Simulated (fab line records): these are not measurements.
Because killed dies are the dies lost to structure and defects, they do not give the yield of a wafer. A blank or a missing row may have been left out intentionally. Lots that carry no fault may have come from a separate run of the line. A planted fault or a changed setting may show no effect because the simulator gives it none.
fab line records	flow nand_harc
record lots=6	wafers=16	last_day=33
route steps=1302 shown A_CHANNEL_HOLE_D1@471 END@1302
lots that met no fault: from a run of the same line without faults
start_h: hours from the record's opening day to when the first of the lot's shown wafers began	wait_h: hours from the lot's prior step to this one	" as in the row above	L1.1+2: one row covering several wafers at once	- no value present, or no start provided	* or withheld: withheld	< > ~ a bound
route shown NAME@n: names a module that has steps shown in the file, with the first one's number in the route	usual: mean/standard deviation taken from wafers without a fault	same: alike in all rows	chamber/n: place in a boat	sites: readings site by site	_std_site: their standard deviation	_edge_site: the outer-site mean with the inner-site mean subtracted	radius_mm: for every site, how far away it sits from the centre of the wafer	mask NAME#n: copy n	behind: the most recent tool/chamber to have shaped the wafer	hold: reason for holding the lot/hours on hold/outcome of the hold	device: whichever transistor did not switch (one of n, p or np)	end of line: tests of these same wafers at the route's end	for a step that has no rows: nothing shown but its recipe	killed: at the first sort, the dies lost to defects and structure; wafer yield is something else	map: per-die view of a wafer (x killed, . not killed, _ where there is no die)
set.NAME: the setting the step ran with; set.NAME@STEP: the setting that earlier step ran with	model.NAME: the simulator's own value behind a step, which no gauge read
lots at some steps of the route; a table a step, a row a wafer
services: when a tool's chamber went out of use (start_h, in hours from the record's first day, below 0 if earlier), for how many hours, and the reason
## steps
# step NHARC_A_CHANNEL_HOLE_D1_ETCH_19
# recipe bias_v=1200	source_w=2500	pressure_mtorr=15	time_s=34.5	ar_flow_sccm=375	c4f8_flow_sccm=28.8	o2_flow_sccm=96.2	temp_c=-20	target_depth_a=*	chemistry=C4F8/O2/Ar
# usual c4f8_flow_sccm=28.79/0.084	drypump_motor_current_A=6.0/0.41	he_backside_leak_sccm=6.2/0.66	o2_flow_sccm=96.18/0.29	showerhead_plenum_p_Torr=3.77/0.1	throttle_valve_pct=37.037/0.0092
lot.wafer	tool	chamber	start_h	wait_h	c4f8_flow_sccm	drypump_motor_current_A	he_backside_leak_sccm	o2_flow_sccm	rf_hours_counter_h	showerhead_plenum_p_Torr	throttle_valve_pct
L124.1	har_etch-02	1	249.93	0.1	28.58	6.4	6.4	96.29	337	3.79	37.027
L124.5	"	0	"	"	28.82	5.9	6.4	96.11	-	3.65	37.044
L124.6	"	1	"	"	28.69	6.3	6.2	95.67	-	3.79	37.050
L131.2	har_etch-01	1	330.51	0.1	28.78	6.4	6.6	96.23	164	3.89	37.038
L131.3	"	1	"	"	28.76	6.4	6.7	96.26	-	3.89	37.055
L131.6	"	0	"	"	28.78	5.4	5.5	95.84	-	3.69	37.013
L132.5	har_etch-02	1	331.72	0.1	28.84	6.4	6.0	95.97	-	3.76	37.024
L136.3	har_etch-01	1	373.67	0.1	28.85	6.4	6.8	96.23	-	3.87	37.046
L136.4	"	0	"	"	28.75	5.4	5.9	96.73	-	3.68	37.027
L136.6	"	1	"	"	28.86	6.4	6.9	96.70	-	3.87	37.053
L137.2	har_etch-01	1	389.69	6.3	28.95	6.4	7.0	95.88	206	3.86	37.030
L137.3	"	1	"	"	28.86	6.4	7.0	95.81	-	3.86	37.034
L137.6	"	0	"	"	28.82	5.4	5.7	96.15	-	3.67	37.038
L140.1	har_etch-02	1	409.55	0.1	28.86	6.4	5.5	95.86	8	3.74	37.035
L140.3	"	1	"	"	28.85	6.4	4.8	96.53	-	3.74	37.031
L140.5	"	1	"	"	28.69	6.4	5.0	96.09	-	3.74	37.043
# step NHARC_A_CHANNEL_HOLE_D1_ETCH_20
# recipe bias_v=3000	source_w=withheld	pressure_mtorr=20	time_s=361.9	ar_flow_sccm=375	c4f8_flow_sccm=89.3	o2_flow_sccm=35.7	temp_c=-20	target_depth_a=16000	chemistry=C4F8/O2/Ar
# usual c4f8_flow_sccm=89.30/0.27	drypump_motor_current_A=6.0/0.41	he_backside_leak_sccm=6.1/0.59	o2_flow_sccm=35.70/0.1	showerhead_plenum_p_Torr=3.72/0.098	throttle_valve_pct=32.154/0.0098
lot.wafer	tool	chamber	start_h	wait_h	c4f8_flow_sccm	drypump_motor_current_A	he_backside_leak_sccm	o2_flow_sccm	rf_hours_counter_h	showerhead_plenum_p_Torr	throttle_valve_pct
L124.1	har_etch-02	1	250.07	0.1	88.84	6.3	5.5	35.71	337	3.74	32.154
L124.5	"	0	"	"	89.53	5.9	6.1	35.60	-	3.62	32.165
L124.6	"	1	"	"	89.06	6.3	6.4	35.64	-	3.74	32.151
L131.2	har_etch-01	1	330.62	0.1	89.23	6.4	6.9	35.71	164	3.84	32.138
L131.3	"	1	"	"	89.35	6.4	6.7	35.57	-	3.84	32.144
L131.6	"	0	"	"	88.88	5.4	5.9	35.75	-	3.65	32.157
L132.5	har_etch-02	1	331.97	0.2	89.70	6.4	6.0	35.69	-	3.72	32.144
L136.3	har_etch-01	1	373.85	0.2	89.35	6.4	6.7	35.76	-	3.82	32.172
L136.4	"	0	"	"	89.01	5.4	5.9	35.58	-	3.64	32.155
L136.6	"	1	"	"	89.29	6.4	6.6	35.79	-	3.83	32.158
L137.2	har_etch-01	1	389.84	0.1	89.80	6.4	7.1	35.71	206	3.82	32.153
L137.3	"	1	"	"	89.40	6.4	6.8	35.78	-	3.82	32.152
L137.6	"	0	"	"	89.06	5.4	6.0	35.63	-	3.63	32.148
L140.1	har_etch-02	1	409.70	0.1	89.49	6.4	5.4	35.72	8	3.70	32.154
L140.3	"	1	"	"	89.30	6.4	4.9	35.71	-	3.70	32.160
L140.5	"	1	"	"	89.27	6.4	4.9	35.59	-	3.70	32.156
# step NHARC_A_CHANNEL_HOLE_D1_ETCH_21
# recipe bias_v=3000	source_w=withheld	pressure_mtorr=20	time_s=514.3	ar_flow_sccm=375	c4f8_flow_sccm=89.3	o2_flow_sccm=35.7	temp_c=-20	target_depth_a=16000	chemistry=C4F8/O2/Ar
# step NHARC_A_CHANNEL_HOLE_D1_ETCH_22
# recipe bias_v=3000	source_w=withheld	pressure_mtorr=20	time_s=666.7	ar_flow_sccm=375	c4f8_flow_sccm=89.3	o2_flow_sccm=35.7	temp_c=-20	target_depth_a=16000	chemistry=C4F8/O2/Ar
# step NHARC_A_CHANNEL_HOLE_D1_ETCH_23
# recipe bias_v=5000	source_w=withheld	pressure_mtorr=20	time_s=819	ar_flow_sccm=375	c4f8_flow_sccm=89.3	o2_flow_sccm=35.7	temp_c=-20	target_depth_a=16000	chemistry=C4F8/O2/Ar
# step NHARC_A_CHANNEL_HOLE_D1_ETCH_24
# recipe bias_v=5000	source_w=withheld	pressure_mtorr=20	time_s=906.2	ar_flow_sccm=375	c4f8_flow_sccm=93.8	o2_flow_sccm=31.2	temp_c=-20	target_depth_a=15000	chemistry=C4F8/O2/Ar
# usual c4f8_flow_sccm=93.8/0.32	drypump_motor_current_A=6.0/0.41	he_backside_leak_sccm=6.2/0.65	o2_flow_sccm=31.22/0.091	showerhead_plenum_p_Torr=3.72/0.098	throttle_valve_pct=32.235/0.011
lot.wafer	tool	chamber	start_h	wait_h	c4f8_flow_sccm	drypump_motor_current_A	he_backside_leak_sccm	o2_flow_sccm	rf_hours_counter_h	showerhead_plenum_p_Torr	throttle_valve_pct
L124.1	har_etch-02	1	252.17	0.6	93.6	6.4	5.6	31.32	339	3.74	32.214
L124.5	"	0	"	"	93.2	5.9	6.1	31.16	-	3.61	32.233
L124.6	"	1	"	"	93.8	6.4	5.7	31.31	-	3.74	32.239
L131.2	har_etch-01	1	332.65	0.6	93.9	6.4	6.7	31.25	166	3.83	32.244
L131.3	"	1	"	"	94.1	6.4	6.9	31.31	-	3.83	32.238
L131.6	"	0	"	"	93.8	5.4	5.5	31.20	-	3.65	32.224
L132.5	har_etch-02	1	334.28	0.6	93.7	6.4	6.9	31.18	-	3.71	32.229
L136.3	har_etch-01	1	376.03	0.6	93.4	6.4	6.9	31.12	-	3.82	32.252
L136.4	"	0	"	"	93.8	5.4	5.7	31.16	-	3.63	32.222
L136.6	"	1	"	"	94.0	6.4	6.9	31.18	-	3.82	32.227
L137.2	har_etch-01	1	391.92	0.6	93.4	6.4	6.9	31.18	208	3.81	32.248
L137.3	"	1	"	"	93.5	6.4	7.2	31.15	-	3.81	32.247
L137.6	"	0	"	"	93.7	5.4	5.9	31.10	-	3.62	32.236
L140.1	har_etch-02	1	411.80	0.6	94.8	6.4	5.6	31.35	10	3.69	32.219
L140.3	"	1	"	"	94.3	6.3	6.0	31.36	-	3.69	32.239
L140.5	"	1	"	"	94.2	6.3	5.5	31.29	-	3.69	32.249
# step NHARC_A_CHANNEL_HOLE_D1_ETCH_25
# recipe bias_v=5000	source_w=withheld	pressure_mtorr=20	time_s=1040.2	ar_flow_sccm=375	c4f8_flow_sccm=93.8	o2_flow_sccm=31.2	temp_c=-20	target_depth_a=15000	chemistry=C4F8/O2/Ar
# usual c4f8_flow_sccm=93.78/0.3	drypump_motor_current_A=6.0/0.41	he_backside_leak_sccm=6.1/0.51	o2_flow_sccm=31.21/0.094	showerhead_plenum_p_Torr=3.72/0.098	throttle_valve_pct=32.235/0.0095
lot.wafer	tool	chamber	start_h	wait_h	c4f8_flow_sccm	drypump_motor_current_A	he_backside_leak_sccm	o2_flow_sccm	rf_hours_counter_h	showerhead_plenum_p_Torr	throttle_valve_pct
L124.1	har_etch-02	1	252.95	0.7	93.28	6.4	5.8	31.22	340	3.74	32.236
L124.5	"	0	"	"	94.11	5.9	6.4	31.29	-	3.61	32.230
L124.6	"	1	"	"	93.59	6.4	6.0	31.36	-	3.74	32.241
L131.2	har_etch-01	1	333.40	0.6	93.70	6.4	6.6	31.26	167	3.83	32.229
L131.3	"	1	"	"	93.96	6.4	6.8	31.26	-	3.83	32.232
L131.6	"	0	"	"	93.94	5.4	5.9	31.11	-	3.65	32.207
L132.5	har_etch-02	1	335.12	0.7	93.35	6.4	6.5	31.17	-	3.71	32.229
L136.3	har_etch-01	1	376.83	0.7	93.71	6.4	7.0	31.40	-	3.82	32.253
L136.4	"	0	"	"	93.78	5.4	5.8	31.25	-	3.63	32.226
L136.6	"	1	"	"	94.43	6.3	6.8	31.28	-	3.82	32.229
L137.2	har_etch-01	1	392.71	0.7	93.45	6.4	6.9	31.30	209	3.81	32.233
L137.3	"	1	"	"	93.71	6.4	6.7	31.36	-	3.81	32.257
L137.6	"	0	"	"	93.48	5.4	5.9	31.25	-	3.62	32.242
L140.1	har_etch-02	1	412.58	0.7	93.68	6.4	5.2	31.15	11	3.69	32.253
L140.3	"	1	"	"	94.46	6.4	5.4	31.06	-	3.69	32.216
L140.5	"	1	"	"	94.17	6.4	5.1	31.09	-	3.69	32.229
# step NHARC_A_CHANNEL_HOLE_D1_ETCH_26
# recipe bias_v=300	source_w=2000	pressure_mtorr=30	time_s=224.1	ar_flow_sccm=375	c4f8_flow_sccm=11.4	o2_flow_sccm=113.6	temp_c=-20	target_depth_a=3000	chemistry=C4F8/O2/Ar
# step NHARC_A_CHANNEL_HOLE_D1_ETCH_33
# recipe bias_v=400	source_w=2000	pressure_mtorr=25	time_s=90	ar_flow_sccm=375	c4f8_flow_sccm=41.7	o2_flow_sccm=83.3	temp_c=-20	target_depth_a=4000	chemistry=C4F8/O2/Ar
# usual c4f8_flow_sccm=41.70/0.13	drypump_motor_current_A=6.0/0.41	he_backside_leak_sccm=6.2/0.76	o2_flow_sccm=83.27/0.23	showerhead_plenum_p_Torr=3.76/0.1	throttle_valve_pct=27.620/0.0093
lot.wafer	tool	chamber	start_h	wait_h	c4f8_flow_sccm	drypump_motor_current_A	he_backside_leak_sccm	o2_flow_sccm	rf_hours_counter_h	showerhead_plenum_p_Torr	throttle_valve_pct
L124.1	har_etch-02	1	253.90	0.2	41.72	6.4	6.2	83.39	341	3.78	27.614
L124.5	"	0	"	"	41.62	5.8	6.2	83.42	-	3.65	27.623
L124.6	"	1	"	"	41.64	6.4	6.3	83.21	-	3.78	27.612
L131.2	har_etch-01	1	334.48	0.2	42.05	6.4	6.6	83.00	168	3.88	27.618
L131.3	"	1	"	"	41.79	6.4	6.5	82.61	-	3.88	27.638
L131.6	"	0	"	"	41.66	5.4	5.7	83.33	-	3.69	27.617
L132.5	har_etch-02	1	335.74	0.2	41.81	6.4	6.1	83.47	-	3.76	27.623
L136.3	har_etch-01	1	377.68	0.2	41.65	6.4	6.9	83.13	-	3.87	27.627
L136.4	"	0	"	"	41.63	5.4	5.9	83.35	-	3.67	27.604
L136.6	"	1	"	"	41.82	6.4	6.8	83.09	-	3.87	27.618
L137.2	har_etch-01	1	393.67	0.2	41.58	6.4	6.8	82.93	210	3.86	27.627
L137.3	"	1	"	"	41.69	6.4	7.0	83.35	-	3.86	27.633
L137.6	"	0	"	"	41.58	5.4	5.9	83.14	-	3.67	27.629
L140.1	har_etch-02	1	413.55	0.2	41.65	6.4	5.0	83.38	12	3.74	27.622
L140.3	"	1	"	"	41.71	6.4	5.6	83.29	-	3.74	27.624
L140.5	"	1	"	"	41.70	6.4	5.8	83.06	-	3.74	27.627
# step NHARC_A_CHANNEL_HOLE_D1_STRIP_41
# recipe n2_flow_sccm=150	h2_flow_sccm=150	ar_flow_sccm=0	bias_w=0	chemistry=N2/H2
# step NHARC_A_CHANNEL_HOLE_D1_STRIP_42
# recipe cf4_flow_sccm=100	chf3_flow_sccm=30	ar_flow_sccm=0	bias_w=0	chemistry=CF4/CHF3
# step NHARC_A_CHANNEL_HOLE_D1_STRIP_43
# recipe o2_flow_sccm=400	cos_flow_sccm=20	ar_flow_sccm=0	bias_w=0	chemistry=O2/COS
# step NHARC_A_CHANNEL_HOLE_D1_ETCH_44
# recipe target_depth_a=1400	overetch_a=140	time_s=77	ion_energy_ev=100	cf4_flow_sccm=80	o2_flow_sccm=20	ar_flow_sccm=0	rf_w=300	bias_w=100	chemistry=CF4/O2
# usual drypump_motor_current_A=5.6/0.33	o2_flow_sccm=20.00/0.063	oes_o_777_au=1.000/0.0046	oes_product_au=1.000/0.0066	rf_vpp_V=197.5/1.5	showerhead_plenum_p_Torr=1.32/0.058	throttle_valve_pct=13.397/0.0097
lot.wafer	tool	chamber	start_h	wait_h	drypump_motor_current_A	o2_flow_sccm	oes_o_777_au	oes_product_au	rf_hours_counter_h	rf_vpp_V	showerhead_plenum_p_Torr	throttle_valve_pct
L124.1	rie_diel-01	1	254.66	0.1	5.2	19.98	1.002	1.000	13	195.7	1.26	13.399
L124.6	"	3	"	"	6.5	20.05	1.002	1.005	-	196.4	1.28	13.397
L124.5	"	0	"	"	5.8	20.02	0.999	1.008	-	197.4	1.25	13.401
L131.3	rie_diel-08	1	335.24	0.1	5.9	19.92	0.999	0.997	11	196.3	1.26	13.404
L131.2	"	2	"	"	5.7	19.82	0.997	0.999	10	197.6	1.29	13.404
L131.6	"	0	"	"	5.2	19.98	1.006	0.991	-	199.9	1.41	13.378
L132.5	rie_diel-08	0	336.39	0.1	5.3	20.00	0.990	0.994	-	200.4	1.41	13.415
L136.3	rie_diel-01	0	378.51	0.1	5.8	19.97	1.000	0.992	58	196.0	1.24	13.381
L136.4	"	2	"	"	5.5	20.01	1.000	0.989	-	197.5	1.37	13.384
L136.6	"	0	"	"	5.8	19.90	0.999	0.999	-	195.9	1.24	13.399
L137.2	rie_diel-08	2	394.39	0.1	5.7	19.94	0.991	1.002	2	196.9	1.29	13.398
L137.3	"	3	"	"	5.5	20.13	1.003	1.000	2	197.3	1.31	13.381
L137.6	"	1	"	"	5.9	20.09	1.004	1.018	-	197.2	1.26	13.394
L140.1	rie_diel-08	0	414.34	0.1	5.2	20.00	0.998	1.001	4	199.7	1.41	13.405
L140.3	"	1	"	"	5.9	20.11	0.999	0.994	4	196.8	1.26	13.391
L140.5	"	2	"	"	5.7	20.06	0.996	0.992	-	197.4	1.29	13.394
# step NHARC_A_CHANNEL_HOLE_D1_STRIP_27
# recipe o2_flow_sccm=500	ar_flow_sccm=0	bias_w=0	chemistry=O2
# step NHARC_A_CHANNEL_HOLE_D1_PRECLEAN_28
# recipe time_s=*	temp_c=50	bath_age_min=0	chemistry=SC1
# step NHARC_A_CHANNEL_HOLE_D1_SRD_29
# step NHARC_A_CHANNEL_HOLE_D1_CD_MEAS_30
# usual cd_nm=90.0/0.92
lot.wafer	tool	chamber	start_h	wait_h	cd_nm
L124.1	cd_sem-02	-	255.56	-	89.5
L124.5	"	-	"	"	90.4
L124.6	"	-	"	"	90.1
L131.2	cd_sem-03	-	336.03	-	90.4
L131.3	"	-	"	"	90.2
L131.6	"	-	"	"	90.9
L132.5	cd_sem-03	-	337.16	-	89.2
L136.3	cd_sem-03	-	379.42	-	88.6
L136.4	"	-	"	"	89.2
L136.6	"	-	"	"	90.0
L137.2	cd_sem-01	-	395.19	-	90.2
L137.3	"	-	"	"	89.9
L137.6	"	-	"	"	90.7
L140.1	cd_sem-01	-	415.12	-	90.1
L140.3	"	-	"	"	92.1
L140.5	"	-	"	"	90.8
# step NHARC_A_CHANNEL_HOLE_D1_XSEM_31
# recipe landing_energy_ev=35000
# step NHARC_A_CHANNEL_HOLE_D1_INSPECT_40
# usual raw_defect_count=75/30
lot.wafer	tool	chamber	start_h	wait_h	hold	raw_defect_count
L124.1	defect_inspect-02	-	255.75	-	-	103
L124.5	"	-	"	"	-	100
L124.6	"	-	"	"	-	126
L131.2	defect_inspect-02	-	336.22	-	await_dispo/0.2h/release	79
L131.3	"	-	"	"	await_dispo/0.2h/release	81
L131.6	"	-	"	"	await_dispo/0.2h/release	589
L131.2	defect_inspect-02	-	336.39	0.2	-	84
L131.3	"	-	"	"	-	71
L131.6	"	-	"	"	-	595
L132.5	defect_inspect-01	-	337.34	-	await_dispo/0.2h/release	630
L132.5	defect_inspect-01	-	337.51	0.2	-	645
L136.3	defect_inspect-02	-	379.60	-	-	54
L136.4	"	-	"	"	-	59
L136.6	"	-	"	"	-	60
L137.2	defect_inspect-02	-	395.37	-	-	51
L137.3	"	-	"	"	-	44
L137.6	"	-	"	"	-	50
L140.1	defect_inspect-02	-	415.30	-	-	56
L140.3	"	-	"	"	-	44
L140.5	"	-	"	"	-	62
# step NHARC_END_SORT_01
# recipe temp_c=25
# usual killed_at_array=56/20	killed_at_other=1/1.3	killed_at_periphery=3.5/2.7	killed_dies=60/20	killed_open=3.3/1.6	killed_short=2.4/1.5
# same gross_dies=677
lot.wafer	tool	chamber	start_h	wait_h	killed_at_array	killed_at_other	killed_at_periphery	killed_dies	killed_open	killed_short
L124.1	prober-02	0	625.17	2.4	57	1	7	65	6	5
L124.5	prober-02	0	628.39	3.7	66	3	6	75	7	3
L124.6	prober-02	0	629.19	4.0	38	3	4	45	1	4
L131.2	prober-01	0	711.82	2.8	80	0	5	85	6	2
L131.3	prober-01	0	712.60	3.0	83	0	2	85	2	1
L131.6	prober-01	0	714.95	3.9	160	1	3	164	3	0
L132.5	prober-02	0	714.33	3.7	101	0	2	103	4	2
L137.2	prober-02	0	749.41	2.8	40	0	7	47	2	1
L137.3	prober-02	0	750.20	3.1	31	0	8	39	4	2
L137.6	prober-02	0	752.56	3.9	29	1	4	34	2	0
L136.3	prober-01	0	750.28	3.1	71	1	0	72	5	2
L136.4	prober-01	0	751.09	3.4	68	4	1	73	1	3
L136.6	prober-01	0	752.69	4.0	82	1	0	83	5	1
L140.1	prober-01	0	780.29	2.5	20	2	2	24	1	2
L140.3	prober-01	0	781.84	3.1	15	3	2	20	2	3
L140.5	prober-01	0	783.40	3.6	17	2	5	24	4	6
# killed by level:class
L124.1 A_CHANNEL_HOLE_D1:chamber_film_flake=19 A_CHANNEL_HOLE_D2:chamber_film_flake=11 A_CONTACT:chamber_film_flake=9 A_WL_FILL:chamber_film_flake=7 P_STI:chamber_film_flake=3 A_ONON_D2:geometric_particle:short=2 A_BLC:geometric_particle:open=2 P_CONTACT:geometric_particle:open=1
L124.5 A_CHANNEL_HOLE_D1:chamber_film_flake=36 A_CHANNEL_HOLE_D2:chamber_film_flake=13 A_CONTACT:chamber_film_flake=6 THIN_TSV:chamber_film_flake=3 P_GATE:geometric_particle:open=2 P_CONTACT:chamber_film_flake=2 A_M1:chamber_film_flake=2 A_SOURCE_PLATE:geometric_particle:short=1
L124.6 A_CHANNEL_HOLE_D1:chamber_film_flake=17 A_CHANNEL_HOLE_D2:chamber_film_flake=8 A_CONTACT:chamber_film_flake=6 THIN_TSV:chamber_film_flake=3 A_WL_FILL:chamber_film_flake=2 P_STI:geometric_particle:short=1 P_CONTACT:geometric_particle:open=1 A_SOURCE_PLATE:geometric_particle:short=1
L131.2 A_SLIT:chamber_film_flake=41 A_CHANNEL_HOLE_D2:chamber_film_flake=17 A_STAIRCASE:chamber_film_flake=7 A_CONTACT:chamber_film_flake=6 A_CHANNEL_HOLE_D1:chamber_film_flake=5 P_M0:geometric_particle:open=2 P_GATE:geometric_particle:short=1 P_GATE:geometric_particle:open=1
L131.3 A_SLIT:chamber_film_flake=33 A_CHANNEL_HOLE_D1:chamber_film_flake=17 A_CHANNEL_HOLE_D2:chamber_film_flake=15 A_STAIRCASE:chamber_film_flake=11 A_CONTACT:chamber_film_flake=4 A_ONON_D1:geometric_particle:short=1 A_SGD_CUT:geometric_particle:open=1 A_WL_FILL:geometric_particle:open=1
L132.5 A_CHANNEL_HOLE_D1:unspecified=76 A_CHANNEL_HOLE_D1:chamber_film_flake=10 A_STAIRCASE:chamber_film_flake=4 A_CONTACT:chamber_film_flake=2 A_M1:chamber_film_flake=2 P_GATE:geometric_particle:open=1 P_M2:geometric_particle:short=1 A_ONON_D1:geometric_particle:open=1
L131.6 A_CHANNEL_HOLE_D1:unspecified=86 A_SLIT:chamber_film_flake=30 A_CHANNEL_HOLE_D1:chamber_film_flake=15 A_CHANNEL_HOLE_D2:chamber_film_flake=14 A_STAIRCASE:chamber_film_flake=8 A_CONTACT:chamber_film_flake=4 A_ONON_D1:geometric_particle:open=2 A_CHANNEL_FILL_D2:geometric_particle:open=1
L137.2 A_CHANNEL_HOLE_D1:chamber_film_flake=13 A_STAIRCASE:chamber_film_flake=7 A_CONTACT:chamber_film_flake=6 A_SLIT:chamber_film_flake=5 P_CONTACT:chamber_film_flake=5 A_SGD_CUT:chamber_film_flake=3 A_CHANNEL_FILL_D2:chamber_film_flake=2 P_M0:geometric_particle:open=1
L137.3 A_CHANNEL_HOLE_D1:chamber_film_flake=16 A_CONTACT:chamber_film_flake=7 P_CONTACT:chamber_film_flake=3 P_M0:geometric_particle:open=2 P_STI:chamber_film_flake=2 P_M0:geometric_particle:short=1 A_ONON_D2:geometric_particle:short=1 A_CHANNEL_FILL_D2:geometric_particle:open=1
L136.3 A_SLIT:chamber_film_flake=23 A_CHANNEL_HOLE_D2:chamber_film_flake=16 A_CHANNEL_HOLE_D1:chamber_film_flake=11 A_CONTACT:chamber_film_flake=8 A_CHANNEL_FILL_D1:chamber_film_flake=4 A_DECK1_JOINT:geometric_particle:open=2 A_CHANNEL_FILL_D2:geometric_particle:open=2 A_CHANNEL_FILL_D1:geometric_particle:open=1
L136.4 A_SLIT:chamber_film_flake=28 A_CHANNEL_HOLE_D2:chamber_film_flake=24 A_CHANNEL_HOLE_D1:chamber_film_flake=7 A_CONTACT:chamber_film_flake=4 THIN_TSV:chamber_film_flake=3 A_STAIRCASE:chamber_film_flake=2 P_M0:geometric_particle:short=1 A_ONON_D1:geometric_particle:short=1
L137.6 A_CHANNEL_HOLE_D1:chamber_film_flake=18 P_CONTACT:chamber_film_flake=4 A_CONTACT:chamber_film_flake=4 A_STAIRCASE:chamber_film_flake=3 A_WL_FILL:geometric_particle:open=1 A_M1:geometric_particle:open=1 A_CHANNEL_FILL_D1:chamber_film_flake=1 A_WL_FILL:chamber_film_flake=1
L136.6 A_SLIT:chamber_film_flake=32 A_CHANNEL_HOLE_D2:chamber_film_flake=27 A_CHANNEL_HOLE_D1:chamber_film_flake=9 A_CHANNEL_FILL_D1:chamber_film_flake=3 A_CONTACT:chamber_film_flake=3 A_ONON_D2:geometric_particle:open=2 A_ONON_D1:geometric_particle:open=1 A_CHANNEL_HOLE_D1:geometric_particle:open=1
L140.1 A_BLC:chamber_film_flake=9 A_SLIT:chamber_film_flake=5 THIN_TSV:chamber_film_flake=2 A_CHANNEL_FILL_D1:geometric_particle:open=1 A_DECK1_JOINT:geometric_particle:short=1 A_WL_FILL:geometric_particle:short=1 P_STI:chamber_film_flake=1 P_GATE:chamber_film_flake=1
L140.3 A_CHANNEL_FILL_D1:chamber_film_flake=4 A_SLIT:chamber_film_flake=4 P_GATE:chamber_film_flake=2 THIN_TSV:chamber_film_flake=2 A_ONON_D2:geometric_particle:short=1 A_SGD_CUT:geometric_particle:short=1 A_CONTACT:geometric_particle:open=1 A_BLC:geometric_particle:open=1
L140.5 A_CHANNEL_FILL_D1:chamber_film_flake=3 A_SLIT:chamber_film_flake=3 P_GATE:chamber_film_flake=2 P_M0:chamber_film_flake=2 P_M2:geometric_particle:short=1 A_CHANNEL_HOLE_D1:geometric_particle:short=1 A_CHANNEL_FILL_D1:geometric_particle:open=1 A_DECK1_JOINT:geometric_particle:short=1
# map L131.6 (x killed, . not)
____________.____________
_________......._________
_______..........._______
______............x______
_____..............._____
____.................____
____.................____
___..x...x.....x..x...___
___.x.........x.......___
__...x.................__
__...x..x..............__
_..xxx..x..............._
_.xxxxx................._
_.xxxxxxx..xx.x........._
_.xxxxxxxx...........x.._
_xxxxxxxx..x............_
xxxxxxxxx..x.............
.xxxxxxxxxx.x.....x......
.xxxxxxxxx.x.............
.xxxxxxx..........x......
.x.xxxxx...........x.....
_.x.xxxxx.......x.x....._
_.x.xxx......x..xx.x...._
_....xxx.......xxxxxx..._
_....x........xx..x....._
_..............xx.xx...._
__..x.........xxxxxx...__
__............xxxxxx...__
___............xxxxx..___
___..........x.xxxxx..___
____..........xxxx...____
____.........x..x.x..____
_____...........x..x_____
______.......x.x...______
_______.......x..._______
_________..x...._________
____________.____________
# map L132.5 (x killed, . not)
____________.____________
_________.....x._________
_______..........._______
______x............______
_____..............._____
____.......x.....xx..____
____.................____
___..............x....___
___...................___
__......x..............__
__x....................__
_..xxxx................._
_xxxxxxx................_
_xxxxxx.x..............._
_xxxxxxx................_
_xxxxxxxx........x......_
xxxxxxxxxx...............
x.xxxxxxx.x..............
xxxxxxxx.x...............
x.xxxxxxx.............x..
x.xxxxxxx....x...........
_.xxxxxx................_
_..x.x.x................_
_......................._
_.....x................._
_................x......_
__....x................__
__...............x.....__
___...................___
___...................___
____.................____
____.................____
_____..............._____
______..........x..______
_______x.........._______
_________......._________
____________.____________
## services
tool	chamber	start_h	hours	kind
rie_diel-08	-	233.14	0.8	repair
rie_diel-01	-	241.30	0.4	repair
rie_diel-08	0	248.81	-	clean
rie_diel-08	1	248.81	-	clean
rie_diel-08	2	248.81	-	clean
rie_diel-08	3	248.81	-	clean
rie_diel-01	2	252.71	5.5	repair
rie_diel-08	0	273.31	-	clean
rie_diel-01	-	276.69	1.2	repair
rie_diel-08	-	314.90	1.0	repair
rie_diel-01	1	342.60	41.4	repair
har_etch-01	-	353.53	1.2	repair
rie_diel-01	3	355.41	3.9	repair
har_etch-02	-	367.14	1.8	repair
rie_diel-08	-	367.81	9.0	pm
rie_diel-01	-	380.94	9.0	pm
har_etch-02	-	381.69	17.0	pm
har_etch-02	0	381.69	17.0	vent_cycle
har_etch-02	1	381.69	17.0	vent_cycle
har_etch-02	0	398.69	-	clean
har_etch-02	0	398.69	-	consumable_replace:focus_ring
har_etch-02	0	398.69	-	consumable_replace:showerhead
har_etch-02	1	398.69	-	clean
har_etch-02	1	398.69	-	consumable_replace:focus_ring
## key
first_sign step=NHARC_A_CHANNEL_HOLE_D1_INSPECT_40	reading=visit	direction=added
effect step=NHARC_A_CHANNEL_HOLE_D1_INSPECT_40	reading=raw_defect_count	direction=up	sigmas=18	usual=75	struck=610
effect step=NHARC_END_SORT_01	reading=killed_at_array	direction=up	sigmas=3.8	usual=56	struck=130
more_kills_born_at NHARC_A_CHANNEL_HOLE_D1_ETCH_44@rie_diel-08=162
met_at NHARC_A_CHANNEL_HOLE_D1_ETCH_44
struck_wafers L131.6,L132.5
tester_left_out L131,L132
fault kind=chamber_particle_source	tool=rie_diel-08	chamber=0	onset_h=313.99	steps=NHARC_A_CHANNEL_HOLE_D1_ETCH_44	rate_per_visit_cm2=0.80816	end_h=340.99
# tester_left_out: of these lots the tester's yield and bins aren't shown, on N5 and GAA mostly nor the transistor test; their killed dies are dies lost to structure and defects alone, not to doping, threshold or leakage, so they don't give the yield
